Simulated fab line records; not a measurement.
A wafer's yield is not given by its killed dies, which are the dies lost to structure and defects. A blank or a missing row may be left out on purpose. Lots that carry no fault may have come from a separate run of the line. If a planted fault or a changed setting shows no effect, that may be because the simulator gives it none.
Matching of chambers | flow nand-harc | NHARC_A_STAIRCASE_DEP_325 on pecvd-04: 3 sister chambers
The step deposits SiO2, target thk 3800 nm. 3 wafers are shown with their chamber, then 8 later ones without.

WAFERS WITH THEIR CHAMBER
wafer  | chamber | heater-power-w (W)
L086.3 | 0       | 780
L086.6 | 2       | 533
L089.1 | 1       | 555

WAFERS MISSING THEIR CHAMBER
wafer  | heater-power-w (W)
L089.2 | 754
L089.5 | 625
L092.1 | 695
L092.2 | 580
L092.4 | 606
L095.1 | 765
L095.2 | 636
L095.3 | 556

WHICH CHAMBER EACH WENT THROUGH
wafer  | from the rows above          | in truth
L089.2 | 0                            | 0
L089.5 | can't be placed: 1 or 2 or 0 | 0
L092.1 | can't be placed: 0 or 1 or 2 | 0
L092.2 | can't be placed: 1 or 2      | 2
L092.4 | can't be placed: 1 or 2      | 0
L095.1 | 0                            | 0
L095.2 | can't be placed: 1 or 2 or 0 | 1
L095.3 | can't be placed: 1 or 2      | 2
Correctly placed: 2 of 8. From these rows, 6 cannot be placed; in 5 the true chamber is one of the candidates. 0 placed wrongly.
How it was worked out, from the rows above alone: a wafer's distance from a chamber is the root of the sum, over the readings, of the square of ((its reading less the chamber's mean) divided by the reading's scatter). The wafer belongs to the nearest chamber; if the next one is less than 2 further off, it can't be placed. A chamber's mean is the mean of its shown wafers. The scatter (one wafer shown for each chamber): square how far every hidden wafer sits from the nearest shown wafer, average those squares and take the square root.
